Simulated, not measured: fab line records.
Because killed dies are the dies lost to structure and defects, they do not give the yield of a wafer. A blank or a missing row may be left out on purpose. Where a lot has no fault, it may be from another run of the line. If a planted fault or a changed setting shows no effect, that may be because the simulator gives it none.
fab line records	flow n5_finfet
record: lots: 24	wafers: 72	last_day: 17
route steps=1938 shown BEOL_M2@909 BEOL_M3@944
lots that met no fault: from a run of the same line without faults
start_h: the number of hours between the record's first day and the start of the first shown wafer of the lot	wait_h: hours elapsed since this lot's preceding step	" repeats the value in the row above	L1.1+2: several wafers, shown together as one row	- value missing, or start not given	* or withheld: withheld	< > ~ a bound
route shown NAME@n: NAME is a module with steps in the file, n the number in the route of the first one	usual: mean/standard deviation of fault-free wafers	same: alike in all rows	chamber/n: place in a boat	sites: each site's reading	_std_site: the values' standard deviation	_edge_site: inner sites' mean taken away from outer sites' mean	radius_mm: how far each site lies from the wafer's centre	mask NAME#n: copy n	behind: the most recent tool/chamber to have shaped the wafer	hold: the reason the lot was held/the length of the hold in hours/how it ended	device: whichever transistor did not switch (one of n, p or np)	end of line: the tests these same wafers got at the end of their route	for a step that has no rows: nothing shown but its recipe	killed: dies lost to structure and defects at the first sort, not the wafer's yield	map: per-die view of a wafer (x killed, . not killed, _ where there is no die)
set.NAME: the setting that was run; set.NAME@STEP: the one run at that earlier step	model.NAME: the simulator's own value behind a step, which no gauge read
a sample of lots followed through the steps of the route, with each step as a table and each wafer as a row
services: the hour from which a tool's chamber was out of use, counted from the record's first day as start_h (under 0 if before that day), plus the number of hours and why
== steps ==
step: N5_BEOL_M2_ANNEAL_82
recipe: temp_c: 400	time_s: 240	ambient: vacuum
usual: heater_power_w: 804/97
lot.wafer	tool	chamber	start_h	wait_h	heater_power_w
L075.2	pvd_sputter-03	-	147.01	0.0	871
L075.3	"	-	"	"	945
L075.4	"	-	"	"	678
L074.2	pvd_sputter-02	-	148.44	0.0	866
L074.3	"	-	"	"	945
L074.5	"	-	"	"	943
L076.1	pvd_sputter-02	-	152.56	0.0	649
L076.2	"	-	"	"	876
L076.5	"	-	"	"	868
L077.1	pvd_sputter-02	-	163.56	0.0	865
L077.2	"	-	"	"	677
L077.3	"	-	"	"	946
L078.2	pvd_sputter-02	-	166.74	0.0	724
L078.3	"	-	"	"	897
L078.6	"	-	"	"	924
L079.1	pvd_sputter-01	-	172.97	0.0	845
L079.4	"	-	"	"	795
L079.5	"	-	"	"	880
L080.2	pvd_sputter-02	-	179.94	0.0	672
L080.3	"	-	"	"	726
L080.6	"	-	"	"	720
L081.1	pvd_sputter-02	-	190.53	0.0	874
L081.3	"	-	"	"	940
L081.6	"	-	"	"	937
L082.2	pvd_sputter-02	-	194.65	0.0	923
L082.3	"	-	"	"	877
L082.5	"	-	"	"	679
L083.1	pvd_sputter-02	-	199.21	0.0	876
L083.2	"	-	"	"	677
L083.6	"	-	"	"	911
L084.2	pvd_sputter-01	-	203.38	0.0	808
L084.3	"	-	"	"	804
L084.6	"	-	"	"	787
L085.1	pvd_sputter-01	-	205.22	0.0	849
L085.2	"	-	"	"	787
L085.3	"	-	"	"	807
L086.3	pvd_sputter-02	-	222.46	0.0	880
L086.5	"	-	"	"	711
L086.6	"	-	"	"	948
L088.1	pvd_sputter-03	-	222.56	0.0	698
L088.4	"	-	"	"	974
L088.5	"	-	"	"	866
L087.3	pvd_sputter-01	-	224.08	0.0	783
L087.4	"	-	"	"	786
L087.5	"	-	"	"	853
L091.2	pvd_sputter-02	-	234.64	0.0	927
L091.3	"	-	"	"	857
L091.6	"	-	"	"	948
L089.1	pvd_sputter-01	-	234.88	0.0	853
L089.2	"	-	"	"	803
L089.6	"	-	"	"	819
L090.3	pvd_sputter-03	-	236.43	0.0	680
L090.4	"	-	"	"	861
L090.5	"	-	"	"	950
L092.1	pvd_sputter-02	-	245.43	0.0	946
L092.2	"	-	"	"	904
L092.5	"	-	"	"	935
L093.1	pvd_sputter-01	-	252.13	0.0	848
L093.2	"	-	"	"	802
L093.5	"	-	"	"	805
L094.1	pvd_sputter-03	-	253.70	0.0	846
L094.2	"	-	"	"	693
L094.4	"	-	"	"	973
L095.1	pvd_sputter-03	-	269.52	0.0	947
L095.3	"	-	"	"	696
L095.6	"	-	"	"	957
L097.1	pvd_sputter-01	-	283.17	0.0	797
L097.4	"	-	"	"	791
L097.6	"	-	"	"	782
L096.2	pvd_sputter-03	-	286.19	0.0	967
L096.5	"	-	"	"	857
L096.6	"	-	"	"	696
step: N5_BEOL_M2_SPUTTER_88
recipe: material: Cu	target_thk_a: 45	temp_c: -20	chamber_pressure_pa: 0.07	power_w: withheld	time_s: 8.29
usual: throttle_valve_pct: 30.1/0.63
lot.wafer	tool	chamber	start_h	wait_h	throttle_valve_pct
L075.2	pvd_sputter-03	-	147.37	0.1	28.7
L075.3	"	-	"	"	30.6
L075.4	"	-	"	"	30.1
L074.2	pvd_sputter-02	-	148.80	0.1	30.1
L074.3	"	-	"	"	29.1
L074.5	"	-	"	"	29.0
L076.1	pvd_sputter-02	-	152.92	0.1	30.0
L076.2	"	-	"	"	30.3
L076.5	"	-	"	"	30.2
L077.1	pvd_sputter-02	-	163.92	0.1	30.2
L077.2	"	-	"	"	29.9
L077.3	"	-	"	"	29.0
L078.2	pvd_sputter-02	-	167.10	0.1	30.7
L078.3	"	-	"	"	30.4
L078.6	"	-	"	"	29.3
L079.1	pvd_sputter-01	-	173.33	0.1	30.1
L079.4	"	-	"	"	30.5
L079.5	"	-	"	"	29.6
L080.2	pvd_sputter-02	-	180.30	0.1	30.1
L080.3	"	-	"	"	30.9
L080.6	"	-	"	"	31.1
L081.1	pvd_sputter-02	-	190.89	0.1	29.9
L081.3	"	-	"	"	29.5
L081.6	"	-	"	"	28.7
L082.2	pvd_sputter-02	-	195.01	0.1	29.1
L082.3	"	-	"	"	30.2
L082.5	"	-	"	"	30.0
L083.1	pvd_sputter-02	-	199.57	0.1	30.2
L083.2	"	-	"	"	30.3
L083.6	"	-	"	"	30.3
L084.2	pvd_sputter-01	-	203.74	0.1	29.7
L084.3	"	-	"	"	30.6
L084.6	"	-	"	"	30.7
L085.1	pvd_sputter-01	-	205.58	0.1	30.2
L085.2	"	-	"	"	30.7
L085.3	"	-	"	"	30.5
L086.3	pvd_sputter-02	-	222.82	0.1	30.3
L086.5	"	-	"	"	31.1
L086.6	"	-	"	"	29.2
L088.1	pvd_sputter-03	-	222.92	0.1	30.6
L088.4	"	-	"	"	30.5
L088.5	"	-	"	"	28.6
L087.3	pvd_sputter-01	-	224.44	0.1	29.4
L087.4	"	-	"	"	30.3
L087.5	"	-	"	"	30.1
L091.2	pvd_sputter-02	-	235.00	0.1	29.5
L091.3	"	-	"	"	30.4
L091.6	"	-	"	"	29.1
L089.1	pvd_sputter-01	-	235.24	0.1	30.1
L089.2	"	-	"	"	29.3
L089.6	"	-	"	"	30.6
L090.3	pvd_sputter-03	-	236.79	0.1	29.9
L090.4	"	-	"	"	29.0
L090.5	"	-	"	"	30.6
L092.1	pvd_sputter-02	-	245.79	0.1	29.4
L092.2	"	-	"	"	30.2
L092.5	"	-	"	"	29.1
L093.1	pvd_sputter-01	-	252.49	0.1	30.0
L093.2	"	-	"	"	29.3
L093.5	"	-	"	"	30.4
L094.1	pvd_sputter-03	-	254.06	0.1	28.8
L094.2	"	-	"	"	30.6
L094.4	"	-	"	"	30.8
L095.1	pvd_sputter-03	-	269.88	0.1	30.9
L095.3	"	-	"	"	30.7
L095.6	"	-	"	"	30.6
L097.1	pvd_sputter-01	-	283.53	0.1	30.7
L097.4	"	-	"	"	29.5
L097.6	"	-	"	"	29.4
L096.2	pvd_sputter-03	-	286.55	0.1	30.5
L096.5	"	-	"	"	28.7
L096.6	"	-	"	"	30.6
step: N5_BEOL_M2_ANNEAL_91
recipe: temp_c: 400	time_s: 240	ambient: vacuum
usual: heater_power_w: 804/95
lot.wafer	tool	chamber	start_h	wait_h	heater_power_w
L075.2	pvd_sputter-03	-	147.67	0.0	843
L075.3	"	-	"	"	955
L075.4	"	-	"	"	680
L074.2	pvd_sputter-02	-	149.10	0.0	904
L074.3	"	-	"	"	929
L074.5	"	-	"	"	935
L076.1	pvd_sputter-02	-	153.22	0.0	669
L076.2	"	-	"	"	877
L076.5	"	-	"	"	896
L077.1	pvd_sputter-02	-	164.22	0.0	884
L077.2	"	-	"	"	661
L077.3	"	-	"	"	934
L078.2	pvd_sputter-02	-	167.40	0.0	711
L078.3	"	-	"	"	892
L078.6	"	-	"	"	914
L079.1	pvd_sputter-01	-	173.63	0.0	861
L079.4	"	-	"	"	800
L079.5	"	-	"	"	841
L080.2	pvd_sputter-02	-	180.60	0.0	672
L080.3	"	-	"	"	714
L080.6	"	-	"	"	720
L081.1	pvd_sputter-02	-	191.19	0.0	862
L081.3	"	-	"	"	942
L081.6	"	-	"	"	945
L082.2	pvd_sputter-02	-	195.31	0.0	951
L082.3	"	-	"	"	895
L082.5	"	-	"	"	678
L083.1	pvd_sputter-02	-	199.87	0.0	894
L083.2	"	-	"	"	700
L083.6	"	-	"	"	858
L084.2	pvd_sputter-01	-	204.04	0.0	791
L084.3	"	-	"	"	817
L084.6	"	-	"	"	783
L085.1	pvd_sputter-01	-	205.88	0.0	849
L085.2	"	-	"	"	813
L085.3	"	-	"	"	796
L086.3	pvd_sputter-02	-	223.12	0.0	916
L086.5	"	-	"	"	719
L086.6	"	-	"	"	930
L088.1	pvd_sputter-03	-	223.22	0.0	690
L088.4	"	-	"	"	938
L088.5	"	-	"	"	859
L087.3	pvd_sputter-01	-	224.74	0.0	796
L087.4	"	-	"	"	808
L087.5	"	-	"	"	850
L091.2	pvd_sputter-02	-	235.30	0.0	933
L091.3	"	-	"	"	884
L091.6	"	-	"	"	956
L089.1	pvd_sputter-01	-	235.54	0.0	860
L089.2	"	-	"	"	831
L089.6	"	-	"	"	785
L090.3	pvd_sputter-03	-	237.09	0.0	662
L090.4	"	-	"	"	861
L090.5	"	-	"	"	935
L092.1	pvd_sputter-02	-	246.09	0.0	950
L092.2	"	-	"	"	885
L092.5	"	-	"	"	909
L093.1	pvd_sputter-01	-	252.79	0.0	850
L093.2	"	-	"	"	792
L093.5	"	-	"	"	787
L094.1	pvd_sputter-03	-	254.36	0.0	879
L094.2	"	-	"	"	701
L094.4	"	-	"	"	953
L095.1	pvd_sputter-03	-	270.18	0.0	943
L095.3	"	-	"	"	694
L095.6	"	-	"	"	965
L097.1	pvd_sputter-01	-	283.83	0.0	784
L097.4	"	-	"	"	791
L097.6	"	-	"	"	779
L096.2	pvd_sputter-03	-	286.85	0.0	959
L096.5	"	-	"	"	848
L096.6	"	-	"	"	716
step: N5_BEOL_M3_CD_MEAS_11
recipe: target_cd_nm: 17.05	landing_energy_ev: 500	detector: se_inlens	polarity: opening
usual: cd_nm: 17.12/0.24
lot.wafer	tool	chamber	start_h	wait_h	cd_nm
L075.2	cd_sem-03	0	150.36	-	16.94
L075.3	"	0	"	"	17.28
L075.4	"	0	"	"	17.26
L074.2	cd_sem-03	0	154.45	-	16.94
L074.3	"	0	"	"	16.71
L074.5	"	0	"	"	17.39
L076.1	cd_sem-01	0	158.11	-	16.97
L076.2	"	0	"	"	17.34
L076.5	"	0	"	"	16.99
L077.1	cd_sem-01	0	170.45	-	17.44
L077.2	"	0	"	"	17.20
L077.3	"	0	"	"	16.76
L078.2	cd_sem-01	0	170.87	-	16.96
L078.3	"	0	"	"	17.16
L078.6	"	0	"	"	16.81
L079.1	cd_sem-03	0	178.32	-	16.93
L079.4	"	0	"	"	16.52
L079.5	"	0	"	"	16.77
L080.2	cd_sem-01	0	183.97	-	17.17
L080.3	"	0	"	"	17.12
L080.6	"	0	"	"	17.32
L081.1	cd_sem-02	0	197.81	-	17.09
L081.3	"	0	"	"	17.50
L081.6	"	0	"	"	16.96
L082.2	cd_sem-03	0	197.85	-	17.25
L082.3	"	0	"	"	17.33
L082.5	"	0	"	"	17.83
L083.1	cd_sem-03	0	202.59	-	16.94
L083.2	"	0	"	"	17.09
L083.6	"	0	"	"	17.32
L084.2	cd_sem-03	0	206.41	-	17.21
L084.3	"	0	"	"	16.57
L084.6	"	0	"	"	17.47
L085.1	cd_sem-01	0	210.12	-	16.91
L085.2	"	0	"	"	16.55
L085.3	"	0	"	"	17.18
L086.3	cd_sem-01	0	227.52	-	17.35
L086.5	"	0	"	"	17.17
L086.6	"	0	"	"	16.94
L088.1	cd_sem-01	0	227.68	-	16.92
L088.4	"	0	"	"	16.94
L088.5	"	0	"	"	16.97
L087.3	cd_sem-03	0	227.73	-	16.92
L087.4	"	0	"	"	17.11
L087.5	"	0	"	"	17.31
L091.2	cd_sem-02	0	238.38	-	16.88
L091.3	"	0	"	"	17.03
L091.6	"	0	"	"	17.31
L089.1	cd_sem-02	0	238.62	-	17.30
L089.2	"	0	"	"	17.68
L089.6	"	0	"	"	17.45
L090.3	cd_sem-03	0	241.68	-	16.94
L090.4	"	0	"	"	17.27
L090.5	"	0	"	"	16.84
L092.1	cd_sem-03	0	248.49	-	17.18
L092.2	"	0	"	"	16.99
L092.5	"	0	"	"	17.27
L093.1	cd_sem-01	0	255.49	-	16.81
L093.2	"	0	"	"	16.97
L093.5	"	0	"	"	16.96
L094.1	cd_sem-01	0	258.82	-	16.98
L094.2	"	0	"	"	17.21
L094.4	"	0	"	"	17.31
L095.1	cd_sem-02	0	275.14	-	16.68
L095.3	"	0	"	"	17.30
L095.6	"	0	"	"	17.11
L097.1	cd_sem-02	0	286.23	-	17.39
L097.4	"	0	"	"	17.09
L097.6	"	0	"	"	17.10
L096.2	cd_sem-02	0	290.96	-	17.05
L096.5	"	0	"	"	17.13
L096.6	"	0	"	"	17.20
step: N5_BEOL_M3_HM_OPEN_17
recipe: chemistry: Cl2/BCl3	target_depth_a: 200	overetch_a: 60	target: TiN	mask_material: SOC	ion_energy_ev: 150	pressure_mtorr: 10	icp_w: 1000	bias_w: 126	Cl2_flow_sccm: 53.25	bcl3_flow_sccm: 21.75	Ar_flow_sccm: 25
usual: drypump_motor_current_A: 5.8/0.35	oes_product_au: 0.66/0.12	throttle_valve_pct: 22.1/0.32
lot.wafer	tool	chamber	start_h	wait_h	drypump_motor_current_A	oes_product_au	rf_hours_counter_h	throttle_valve_pct
L075.2	rie_metal-03	1	150.73	0.0	5.6	0.56	100	22.2
L075.3	"	1	"	"	5.6	0.56	-	22.1
L075.4	"	0	"	"	5.7	0.57	-	22.0
L074.2	rie_metal-02	0	154.82	0.0	5.9	0.80	6	21.4
L074.3	"	1	"	"	5.5	0.52	-	22.4
L074.5	"	0	"	"	5.9	0.80	-	21.4
L076.1	rie_metal-02	1	158.48	0.0	5.5	0.52	129	22.4
L076.2	"	0	"	"	5.9	0.79	6	21.5
L076.5	"	0	"	"	5.9	0.79	-	21.4
L077.1	rie_metal-02	1	170.83	0.0	5.5	0.53	130	22.4
L077.2	"	0	"	"	5.9	0.79	7	21.4
L077.3	"	1	"	"	5.5	0.52	-	22.4
L078.2	rie_metal-01	0	171.24	0.0	6.6	0.52	128	22.2
L078.3	"	0	"	"	6.6	0.52	-	22.3
L078.6	"	1	"	"	5.6	0.81	-	22.4
L079.1	rie_metal-02	0	178.81	0.0	5.9	0.78	8	21.4
L079.4	"	0	"	"	5.9	0.78	-	21.5
L079.5	"	0	"	"	5.8	0.77	-	21.5
L080.2	rie_metal-03	1	184.37	0.0	5.6	0.57	103	22.1
L080.3	"	0	"	"	5.6	0.56	-	22.1
L080.6	"	1	"	"	5.6	0.56	-	22.2
L081.1	rie_metal-01	0	198.18	0.0	6.6	0.51	131	22.3
L081.3	"	0	"	"	6.6	0.52	-	22.2
L081.6	"	0	"	"	6.5	0.51	-	22.2
L082.2	rie_metal-03	0	198.41	0.0	5.6	0.55	103	22.1
L082.3	"	0	"	"	5.6	0.55	-	22.1
L082.5	"	0	"	"	5.6	0.55	-	22.1
L083.1	rie_metal-01	1	202.96	0.0	5.5	0.78	5	22.4
L083.2	"	0	"	"	6.5	0.52	132	22.2
L083.6	"	1	"	"	5.5	0.78	-	22.4
L084.2	rie_metal-03	0	207.12	0.0	5.6	0.56	103	22.1
L084.3	"	0	"	"	5.7	0.55	-	22.1
L084.6	"	1	"	"	5.6	0.56	-	22.2
L085.1	rie_metal-01	1	210.49	0.0	5.6	0.77	6	22.4
L085.2	"	0	"	"	6.6	0.51	132	22.3
L085.3	"	1	"	"	5.5	0.76	-	22.5
L086.3	rie_metal-01	1	227.95	0.1	5.5	0.77	-	22.4
L086.5	"	1	"	"	5.5	0.77	-	22.5
L086.6	"	1	"	"	5.5	0.77	-	22.4
L088.1	rie_metal-03	0	228.11	0.0	5.6	0.55	105	22.1
L088.4	"	0	"	"	5.6	0.56	-	22.0
L088.5	"	0	"	"	5.6	0.55	-	22.1
L087.3	rie_metal-01	1	228.28	0.1	5.6	0.78	-	22.4
L087.4	"	1	"	"	5.5	0.78	-	22.4
L087.5	"	1	"	"	5.6	0.77	-	22.4
L091.2	rie_metal-01	1	238.75	0.0	5.6	0.76	9	22.5
L091.3	"	0	"	"	6.6	0.82	-	21.9
L091.6	"	1	"	"	5.6	0.76	-	22.4
L089.1	rie_metal-01	1	238.99	0.0	5.5	0.76	9	22.5
L089.2	"	0	"	"	6.6	0.83	0	21.9
L089.6	"	1	"	"	5.5	0.76	-	22.4
L090.3	rie_metal-02	0	242.08	0.1	5.9	0.75	-	21.5
L090.4	"	1	"	"	5.5	0.81	-	22.0
L090.5	"	0	"	"	5.9	0.75	-	21.5
L092.1	rie_metal-03	1	248.86	0.0	5.6	0.54	110	22.2
L092.2	"	0	"	"	5.6	0.54	108	22.1
L092.5	"	1	"	"	5.6	0.54	-	22.2
L093.1	rie_metal-03	0	257.35	0.0	5.6	0.55	109	22.1
L093.2	"	1	"	"	5.6	0.55	111	22.2
L093.5	"	1	"	"	5.6	0.55	-	22.2
L094.1	rie_metal-02	1	259.30	0.0	5.6	0.81	3	22.0
L094.2	"	0	"	"	5.9	0.75	17	21.5
L094.4	"	1	"	"	5.6	0.80	-	22.0
L095.1	rie_metal-02	0	275.51	0.0	5.9	0.75	18	21.5
L095.3	"	1	"	"	5.5	0.80	-	22.0
L095.6	"	0	"	"	5.9	0.74	-	21.5
L097.1	rie_metal-03	1	286.60	0.0	5.6	0.54	113	22.2
L097.4	"	0	"	"	5.6	0.55	-	22.1
L097.6	"	0	"	"	5.6	0.55	-	22.1
L096.2	rie_metal-01	1	291.33	0.0	5.5	0.73	14	22.4
L096.5	"	0	"	"	6.5	0.78	-	21.9
L096.6	"	1	"	"	5.6	0.74	-	22.5
step: N5_BEOL_M3_ANNEAL_93
recipe: temp_c: 400	time_s: 240	ambient: vacuum
usual: heater_power_w: 804/94
lot.wafer	tool	chamber	start_h	wait_h	heater_power_w
L074.2	pvd_sputter-02	-	162.16	0.0	938
L074.3	"	-	"	"	677
L074.5	"	-	"	"	709
L076.1	pvd_sputter-03	-	167.77	0.0	974
L076.2	"	-	"	"	843
L076.5	"	-	"	"	979
L075.2	pvd_sputter-03	-	169.61	0.0	696
L075.3	"	-	"	"	670
L075.4	"	-	"	"	948
L077.1	pvd_sputter-02	-	176.94	0.0	677
L077.2	"	-	"	"	874
L077.3	"	-	"	"	701
L078.2	pvd_sputter-02	-	178.78	0.0	884
L078.3	"	-	"	"	667
L078.6	"	-	"	"	718
L079.1	pvd_sputter-01	-	188.03	0.0	836
L079.4	"	-	"	"	814
L079.5	"	-	"	"	880
L080.2	pvd_sputter-02	-	193.25	0.0	863
L080.3	"	-	"	"	926
L080.6	"	-	"	"	730
L081.1	pvd_sputter-02	-	208.58	0.0	880
L081.3	"	-	"	"	921
L081.6	"	-	"	"	672
L083.1	pvd_sputter-01	-	209.02	0.0	808
L083.2	"	-	"	"	800
L083.6	"	-	"	"	796
L082.2	pvd_sputter-02	-	210.42	0.0	668
L082.3	"	-	"	"	728
L082.5	"	-	"	"	889
L084.2	pvd_sputter-02	-	216.22	0.0	707
L084.3	"	-	"	"	684
L084.6	"	-	"	"	740
L085.1	pvd_sputter-01	-	220.36	0.0	795
L085.2	"	-	"	"	812
L085.3	"	-	"	"	870
L086.3	pvd_sputter-01	-	232.83	0.0	804
L086.5	"	-	"	"	805
L086.6	"	-	"	"	860
L088.1	pvd_sputter-03	-	235.23	0.0	832
L088.4	"	-	"	"	689
L088.5	"	-	"	"	948
L087.3	pvd_sputter-03	-	242.53	0.0	845
L087.4	"	-	"	"	699
L087.5	"	-	"	"	874
L091.2	pvd_sputter-01	-	244.99	0.0	793
L091.3	"	-	"	"	816
L091.6	"	-	"	"	807
L090.3	pvd_sputter-03	-	247.97	0.0	683
L090.4	"	-	"	"	853
L090.5	"	-	"	"	852
L089.1	pvd_sputter-03	-	249.81	0.0	845
L089.2	"	-	"	"	939
L089.6	"	-	"	"	678
L092.1	pvd_sputter-02	-	257.66	0.0	741
L092.2	"	-	"	"	685
L092.5	"	-	"	"	671
L093.1	pvd_sputter-01	-	269.96	0.0	791
L093.2	"	-	"	"	845
L093.5	"	-	"	"	815
L094.1	pvd_sputter-01	-	278.00	0.0	804
L094.2	"	-	"	"	854
L094.4	"	-	"	"	783
L095.1	pvd_sputter-02	-	280.93	0.0	893
L095.3	"	-	"	"	718
L095.6	"	-	"	"	926
L097.1	pvd_sputter-03	-	292.21	0.0	968
L097.4	"	-	"	"	871
L097.6	"	-	"	"	861
L096.2	pvd_sputter-02	-	300.75	0.0	921
L096.5	"	-	"	"	681
L096.6	"	-	"	"	922
== services ==
tool	chamber	start_h	hours	kind
rie_metal-01	1	135.54	-	clean
rie_metal-01	1	135.54	17.4	scheduled_down
rie_metal-01	1	135.54	17.4	vent_cycle
pvd_sputter-01	-	151.43	3.4	repair
rie_metal-03	-	168.61	0.6	repair
rie_metal-01	-	179.17	2.1	repair
rie_metal-02	1	196.55	-	clean
rie_metal-02	1	196.55	16.0	scheduled_down
rie_metal-02	1	196.55	16.0	vent_cycle
rie_metal-01	0	216.25	-	clean
rie_metal-02	-	243.73	5.6	repair
== key ==
fault none
